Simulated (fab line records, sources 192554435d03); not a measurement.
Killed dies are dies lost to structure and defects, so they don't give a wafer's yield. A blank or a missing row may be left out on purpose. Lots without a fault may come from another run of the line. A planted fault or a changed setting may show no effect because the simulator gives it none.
Split-lot experiment | flow n5_finfet | 7 lots, 39 wafers read, on a route of 1938 steps

THE SPLIT
At N5_WELL_APT_EPI_41 (deposits Si from SiH4/H2, target thk 50 nm, time 297.7 s), the setting target_thk_a was moved away from the recipe's 500 angstrom on 18 of the 39 wafers read, by -7.0% to +7.5%. The other wafers ran this setting at the recipe's value.

The reading is taken at the split's own step.

THE READING
Si_of_WELL_APT_EPI_41.thk_nm (the simulator's own value, which no gauge read), in nm, at N5_WELL_APT_EPI_41 (deposits Si from SiH4/H2, target thk 50 nm, time 297.7 s). The file gives no usual value for it. The 21 wafers here that ran the recipe average 49.98 nm, standard deviation 0.74 nm.

wafer  | tool, chamber at the split | target_thk_a as run, angstrom | against the recipe | Si_of_WELL_APT_EPI_41.thk_nm, nm | against lot-mates on the recipe
L075.1 | epi_rpcvd-03, 0            | 537.3                         | +7.5%              | 51.93                            | +2.62
L075.2 | epi_rpcvd-03, 0            | 500                           | recipe             | 49.11                            | -
L075.3 | epi_rpcvd-03, 0            | 500                           | recipe             | 49.89                            | -
L075.4 | epi_rpcvd-03, 0            | 500                           | recipe             | 48.93                            | -
L075.5 | epi_rpcvd-03, 0            | 537.3                         | +7.5%              | 53.57                            | +4.26
L075.6 | epi_rpcvd-03, 0            | 537.3                         | +7.5%              | 53.36                            | +4.05
L080.1 | epi_rpcvd-01, 0            | 535.2                         | +7.0%              | 53.43                            | +3.32
L080.4 | epi_rpcvd-01, 0            | 535.2                         | +7.0%              | 53.43                            | +3.32
L080.2 | epi_rpcvd-01, 0            | 535.2                         | +7.0%              | 53.42                            | +3.31
L080.3 | epi_rpcvd-01, 0            | 500                           | recipe             | 49.93                            | -
L080.5 | epi_rpcvd-01, 0            | 500                           | recipe             | 50.21                            | -
L080.6 | epi_rpcvd-01, 0            | 500                           | recipe             | 50.19                            | -
L083.1 | epi_rpcvd-01, 0            | 514.7                         | +2.9%              | 52.37                            | +1.72
L083.2 | epi_rpcvd-01, 0            | 500                           | recipe             | 50.83                            | -
L083.3 | epi_rpcvd-01, 0            | 514.7                         | +2.9%              | 51.98                            | +1.33
L083.4 | epi_rpcvd-01, 0            | 514.7                         | +2.9%              | 52.03                            | +1.38
L083.5 | epi_rpcvd-01, 0            | 500                           | recipe             | 50.33                            | -
L083.6 | epi_rpcvd-01, 0            | 500                           | recipe             | 50.78                            | -
L086.1 | epi_rpcvd-01, 0            | 500                           | recipe             | 50.18                            | -
L086.2 | epi_rpcvd-01, 0            | 500                           | recipe             | 50.88                            | -
L086.3 | epi_rpcvd-01, 0            | 465                           | -7.0%              | 46.85                            | -3.66
L086.4 | epi_rpcvd-01, 0            | 465                           | -7.0%              | 47.43                            | -3.08
L086.5 | epi_rpcvd-01, 0            | 500                           | recipe             | 50.46                            | -
L086.6 | epi_rpcvd-01, 0            | 465                           | -7.0%              | 46.49                            | -4.02
L092.4 | epi_rpcvd-03, 0            | 500                           | recipe             | 49.24                            | -
L092.5 | epi_rpcvd-03, 0            | 500                           | recipe             | 48.86                            | -
L092.6 | epi_rpcvd-03, 0            | 500                           | recipe             | 48.91                            | -
L093.1 | epi_rpcvd-01, 0            | 529.1                         | +5.8%              | 53.48                            | +2.58
L093.2 | epi_rpcvd-01, 0            | 500                           | recipe             | 50.77                            | -
L093.3 | epi_rpcvd-01, 0            | 500                           | recipe             | 51.38                            | -
L093.4 | epi_rpcvd-01, 0            | 529.1                         | +5.8%              | 54.17                            | +3.27
L093.5 | epi_rpcvd-01, 0            | 500                           | recipe             | 50.55                            | -
L093.6 | epi_rpcvd-01, 0            | 529.1                         | +5.8%              | 53.58                            | +2.68
L097.1 | epi_rpcvd-03, 0            | 500                           | recipe             | 49.44                            | -
L097.2 | epi_rpcvd-03, 0            | 500                           | recipe             | 49.64                            | -
L097.3 | epi_rpcvd-03, 0            | 475.8                         | -4.8%              | 47.23                            | -2.18
L097.4 | epi_rpcvd-03, 0            | 500                           | recipe             | 49.14                            | -
L097.5 | epi_rpcvd-03, 0            | 475.8                         | -4.8%              | 47.01                            | -2.40
L097.6 | epi_rpcvd-03, 0            | 475.8                         | -4.8%              | 46.48                            | -2.93

THE FIT
A straight line over all 39 wafers: Si_of_WELL_APT_EPI_41.thk_nm changes by +0.502 nm for each +1% of target_thk_a; r = +0.94; the points scatter about the line by 0.76 nm.
The same after taking each lot's own level away (the mean of its wafers on the recipe; 39 wafers): +0.495 nm for each +1%; r = +0.99; scatter 0.34 nm.
On that fit, the largest move of target_thk_a shifts the reading by 3.7 nm.
The lots' own levels span 49.003 to 50.900 nm, that is 2.6 times the standard deviation above.
So the lot-to-lot level changes the slope little: the two slopes agree.
Check: with one of the wafers moved furthest among these (+7.5%) left out of the fit, the line predicts +3.77 nm for it against its lot-mates. It came out at +2.62 nm against them.

THE FILE'S OWN FIT
Si_of_WELL_APT_EPI_41.thk_nm changes by +0.493 nm for each +1% of target_thk_a, r = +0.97.
